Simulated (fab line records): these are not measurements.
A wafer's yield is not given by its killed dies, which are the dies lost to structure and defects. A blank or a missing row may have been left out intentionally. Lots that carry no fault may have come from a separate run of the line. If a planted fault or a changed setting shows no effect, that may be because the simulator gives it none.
Which tool is to blame?	flow nandHarc	11 lots with 33 wafers sampled at 5 steps, on a route of 1159 steps

WHAT EACH GAUGE READ, for each wafer
NHARC_END_SORT_01.
lot	measured	on	killedAtArray
L879	day 23 11:49	prober-01	14 16 15
L882	day 23 12:42	prober-02	668 670 672
L885	day 24 10:36	prober-01	674 670 674

EACH LOT AND THE TOOL THAT RAN IT (in order: tool; ch and the chambers of the sampled wafers; start)
lot	NHARC_A_STAIRCASE_TRIM_191	NHARC_A_STAIRCASE_TRIM_193	NHARC_A_STAIRCASE_ETCH_194	NHARC_A_STAIRCASE_ETCH_201
L865	rieDiel-09 ch 1,2,3, day 11 09:19 or earlier	rieDiel-09 ch 0,2,3, day 11 09:19 or earlier	rieDiel-09 ch 0,1,3, day 11 09:19	rieDiel-07 ch 0,2,3, no start
L866	rieDiel-09 ch 0,2,3, day 11 12:33 or earlier	rieDiel-09 ch 1,2,3, day 11 12:33 or earlier	rieDiel-09 ch 0,2,3, day 11 12:33	rieDiel-06 ch 1,2,3, no start
L868	rieDiel-07 ch 0,2,3, day 11 15:50 or earlier	rieDiel-07 ch 0,3, day 11 15:50 or earlier	rieDiel-07 ch 0,1, day 11 15:50	rieDiel-07 ch 0,3, no start
L871	rieDiel-09 ch 1,2,3, day 12 02:11 or earlier	rieDiel-09 ch 0,2, day 12 02:11 or earlier	rieDiel-09 ch 1,2,3, day 12 02:11	rieDiel-07 ch 0,2, no start
L872	rieDiel-07 ch 1,2,3, day 12 17:36 or earlier	rieDiel-07 ch 0,1,2, day 12 17:36 or earlier	rieDiel-07 ch 0,2,3, day 12 17:36	rieDiel-07 ch 1,2,3, no start
L874	rieDiel-09 ch 0,1,2, day 12 18:02 or earlier	rieDiel-09 ch 0,1, day 12 18:02 or earlier	rieDiel-09 ch 1,2, day 12 18:02	rieDiel-06 ch 2,3, no start
L873	rieDiel-09 ch 1,3, day 13 01:23 or earlier	rieDiel-09 ch 0,3, day 13 01:23 or earlier	rieDiel-09 ch 0,1,3, day 13 01:23	rieDiel-07 ch 2,3, no start
L876	rieDiel-07 ch 2,3, day 13 13:15 or earlier	rieDiel-07 ch 0,3, day 13 13:15 or earlier	rieDiel-07 ch 0,1,2, day 13 13:15	rieDiel-07 ch 0,2, no start
L879	rieDiel-07 ch 0,1, day 15 08:33 or earlier	rieDiel-07 ch 1,3, day 15 08:33 or earlier	rieDiel-07 ch 1,3, day 15 08:33	rieDiel-07 ch 0,3, day 23 11:49 or earlier
L882	rieDiel-09 ch 0,3, day 15 11:47 or earlier	rieDiel-09 ch 0,2,3, day 15 11:47 or earlier	rieDiel-09 ch 0,1,2, day 15 11:47	rieDiel-06 ch 1,2, day 23 12:42 or earlier
L885	rieDiel-09 ch 1,2,3, day 15 22:37 or earlier	rieDiel-09 ch 1,2,3, day 15 22:37 or earlier	rieDiel-09 ch 1,2,3, day 15 22:37	rieDiel-09 ch 1,2,3, day 24 10:36 or earlier
- NHARC_A_STAIRCASE_TRIM_191: chemistry O2, time 211.2 s.
- NHARC_A_STAIRCASE_TRIM_193: chemistry O2, time 211.2 s.
- NHARC_A_STAIRCASE_ETCH_194: etches the open film in C4F8/O2, target depth 100 nm, time 40.5 s.
- NHARC_A_STAIRCASE_ETCH_201: etches the open film in C4F8/O2, target depth 100 nm, time 40.5 s.

THE ANSWER, worked out from the rows above alone
Rule: the usual values come from the lots themselves. Put in order of their means at a reading, lots are off if they are a third of the lots or fewer, leave a main group of 4 or more, and stand apart from it by a gap of 3 or more times the standard deviation of the main group's means; of several such gaps the widest counts. The tables above print the reading to a certain number of digits; a main group whose means all agree to those digits is not used. A lot without any number at a reading at which 4 lots or more have one is off too. Any other lot the step has rows for is counted as sound.
No lot is off on any of the readings shown, so nothing can be concluded from this.

WHAT THE SIMULATOR HAD PUT IN
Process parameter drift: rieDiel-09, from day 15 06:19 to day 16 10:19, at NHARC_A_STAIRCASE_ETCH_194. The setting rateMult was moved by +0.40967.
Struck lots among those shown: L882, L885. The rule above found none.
